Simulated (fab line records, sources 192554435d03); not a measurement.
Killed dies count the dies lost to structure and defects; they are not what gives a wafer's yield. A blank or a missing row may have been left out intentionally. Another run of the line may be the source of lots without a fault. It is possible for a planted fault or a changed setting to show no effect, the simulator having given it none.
Matching of chambers || flow n5-finfet || N5_BEOL_M2_STRIP_36 on rie-diel-01 has 4 sister chambers
The step strips in N2/H2. 4 wafers are shown with their chamber, then 12 later ones without.

== EACH WAFER AND ITS CHAMBER ==
{"wafer": "L085.2", "chamber": 0, "showerhead-plenum-p-Torr (Torr)": 2.63}
{"wafer": "L085.3", "chamber": 3, "showerhead-plenum-p-Torr (Torr)": 2.50}
{"wafer": "L088.5", "chamber": 2, "showerhead-plenum-p-Torr (Torr)": 2.52}
{"wafer": "L088.6", "chamber": 1, "showerhead-plenum-p-Torr (Torr)": 2.40}

== WAFERS WHOSE CHAMBER IS MISSING ==
{"wafer": "L087.1", "showerhead-plenum-p-Torr (Torr)": 2.52}
{"wafer": "L087.3", "showerhead-plenum-p-Torr (Torr)": 2.50}
{"wafer": "L087.6", "showerhead-plenum-p-Torr (Torr)": 2.63}
{"wafer": "L092.1", "showerhead-plenum-p-Torr (Torr)": 2.51}
{"wafer": "L092.4", "showerhead-plenum-p-Torr (Torr)": 2.50}
{"wafer": "L092.6", "showerhead-plenum-p-Torr (Torr)": 2.51}
{"wafer": "L093.1", "showerhead-plenum-p-Torr (Torr)": 2.49}
{"wafer": "L093.2", "showerhead-plenum-p-Torr (Torr)": 2.40}
{"wafer": "L093.4", "showerhead-plenum-p-Torr (Torr)": 2.51}
{"wafer": "L094.1", "showerhead-plenum-p-Torr (Torr)": 2.39}
{"wafer": "L094.5", "showerhead-plenum-p-Torr (Torr)": 2.49}
{"wafer": "L094.6", "showerhead-plenum-p-Torr (Torr)": 2.62}

== WHICH CHAMBER EACH ONE RAN IN ==
{"wafer": "L087.1", "from the rows above": 2, "in truth": 2}
{"wafer": "L087.3", "from the rows above": 3, "in truth": 3}
{"wafer": "L087.6", "from the rows above": 0, "in truth": 0}
{"wafer": "L092.1", "from the rows above": "can't be placed: 3 or 2", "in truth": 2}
{"wafer": "L092.4", "from the rows above": 3, "in truth": 3}
{"wafer": "L092.6", "from the rows above": "can't be placed: 3 or 2", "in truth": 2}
{"wafer": "L093.1", "from the rows above": 3, "in truth": 3}
{"wafer": "L093.2", "from the rows above": 1, "in truth": 1}
{"wafer": "L093.4", "from the rows above": "can't be placed: 3 or 2", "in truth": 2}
{"wafer": "L094.1", "from the rows above": 1, "in truth": 1}
{"wafer": "L094.5", "from the rows above": 3, "in truth": 3}
{"wafer": "L094.6", "from the rows above": 0, "in truth": 0}
Placed correctly: 9 of 12. Not placeable from these rows: 3 (in 3, the candidates include the true chamber). 0 placed wrongly.
How it was worked out, from the rows above alone: a wafer's distance from a chamber is the root of the sum, over the readings, of the square of ((its reading less the chamber's mean) divided by the reading's scatter). The wafer belongs to the nearest chamber; if the next one is less than 2 further off, it can't be placed. For every chamber, the mean is computed from those of its wafers that are shown. The scatter (one wafer shown for each chamber): square how far every hidden wafer sits from the nearest shown wafer, average those squares and take the square root.
